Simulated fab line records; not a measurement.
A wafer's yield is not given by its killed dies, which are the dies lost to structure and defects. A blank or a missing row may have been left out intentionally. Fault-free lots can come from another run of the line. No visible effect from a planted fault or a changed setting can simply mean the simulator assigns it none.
Lot-split experiment    flow n5-finfet    7 lots, 21 wafers read, on a route of 1938 steps

== THE SPLIT ITSELF ==
At N5_BEOL_M1_TRENCH_ETCH_37 (etches SiOC in C4F6/O2, target depth 55.207 nm, time 29 s), the setting time-s was moved away from the recipe's 29 s on 9 of the 21 wafers read, by -22.3% to +6.3%. All remaining wafers had this setting at the recipe value.

== FROM THE SPLIT TO THE READING: what the file shows between them, 2 steps ==
- N5_BEOL_M1_ETCH_41: etches SiCN in CH3F/O2, target depth 31.9 nm, time 57.8 s
- N5_BEOL_M1_STRIP_97: strips in N2/H2, time 10 s

== THE READING ==
trench-depth-nm, in nm, at N5_BEOL_M1_OCD_MEAS_38. Typical for fault-free wafers on this fab line: 54.9 nm, with standard deviation 1.5 nm.

wafer   tool, chamber at the split  time-s as run, s  against the recipe  trench-depth-nm, nm  against lot-mates on the recipe
L075.1  rie-diel-03, 2              29                recipe              54.1                 -
L075.2  rie-diel-03, 3              29                recipe              57.5                 -
L075.6  rie-diel-03, 2              29                recipe              54.5                 -
L077.2  rie-diel-03, 1              30.82             +6.3%               58.3                 no lot-mate on the recipe
L077.5  rie-diel-03, 1              30.82             +6.3%               57.8                 no lot-mate on the recipe
L077.6  rie-diel-03, 0              30.82             +6.3%               57.4                 no lot-mate on the recipe
L081.1  rie-diel-04, 0              26.21             -9.6%               49.5                 -5.3
L081.3  rie-diel-04, 3              26.21             -9.6%               48.8                 -6.0
L081.6  rie-diel-04, 3              29                recipe              54.8                 -
L083.3  rie-diel-03, 2              29                recipe              56.9                 -
L083.4  rie-diel-03, 3              26.44             -8.8%               53.0                 -3.9
L083.5  rie-diel-03, 3              26.44             -8.8%               52.8                 -4.1
L084.1  rie-diel-03, 2              29                recipe              56.8                 -
L084.5  rie-diel-03, 3              22.52             -22.3%              44.6                 -12.2
L084.6  rie-diel-03, 2              22.52             -22.3%              44.0                 -12.8
L096.1  rie-diel-03, 3              29                recipe              57.2                 -
L096.4  rie-diel-03, 0              29                recipe              52.7                 -
L096.6  rie-diel-03, 3              29                recipe              57.3                 -
L095.1  rie-diel-04, 1              29                recipe              53.9                 -
L095.2  rie-diel-04, 0              29                recipe              53.9                 -
L095.3  rie-diel-04, 3              29                recipe              52.8                 -

FIT RESULTS
A straight line over all 21 wafers: trench-depth-nm changes by +0.474 nm for each +1% of time-s; r = +0.92; the points scatter about the line by 1.6 nm.
The same after taking each lot's own level away (the mean of its wafers on the recipe; 18 wafers): +0.554 nm for each +1%; r = +0.96; scatter 1.2 nm.
That fit puts the effect of the largest move of time-s on the reading at 12 nm.
The lots' own levels span 53.53 to 56.90 nm, that is 2.2 times the standard deviation above.
In other words, the slope is changed by the lot-to-lot level; the two fits disagree.
Check: with one of the wafers moved furthest among these (-22.3%) left out of the fit, the line predicts -12.4 nm for it against its lot-mates. It came out at -12.2 nm against them.

== OTHER SPLITS ON THESE WAFERS ==
Before the reading, these wafers also passed through other splits. Each is held against what the fit with the lots' levels taken away leaves over:
other split on the same wafers            wafers away from the commonest value  r with trench-depth-nm (lot level and that fit taken away)
N5_MOL_CONTACT_COAG_COAT_77 spin-rpm      11                                    -0.23
N5_MOL_CONTACT_COAG_CVD_140 target-thk-a  7                                     +0.24
N5_BEOL_M0_SAQP_PECVD_96 time-s           4                                     -0.25
N5_BEOL_M0_SAQP_EXPOSE_11 dose-mj         7                                     +0.00
N5_BEOL_M0_SAQP_MANDREL_ETCH_20 bias-w    8                                     -0.08
N5_BEOL_M0_ETCH_138 source-w              5                                     +0.17
N5_BEOL_M0_ETCH_109 bias-w                7                                     +0.38

== THE WHOLE CHAIN: every reading that the file lists as answering this split, in the file's order ==
step                       what it does                                               reading                                                                    change (the file's fit)                r (the file's)
N5_BEOL_M1_TRENCH_ETCH_37  etches SiOC in C4F6/O2, target depth 55.207 nm, time 29 s  BEOL_M1.feature-depth-nm (the simulator's own value, which no gauge read)  +0.552 nm for each +1% of the setting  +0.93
N5_BEOL_M1_TRENCH_ETCH_37  etches SiOC in C4F6/O2, target depth 55.207 nm, time 29 s  etch.depth-nm (the simulator's own value, which no gauge read)             +0.552 nm for each +1% of the setting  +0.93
N5_BEOL_M1_OCD_MEAS_38                                                                trench-depth-nm                                                            +0.55 nm for each +1% of the setting   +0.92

== FILE'S OWN FIT ==
trench-depth-nm changes by +0.55 nm for each +1% of time-s, r = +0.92.
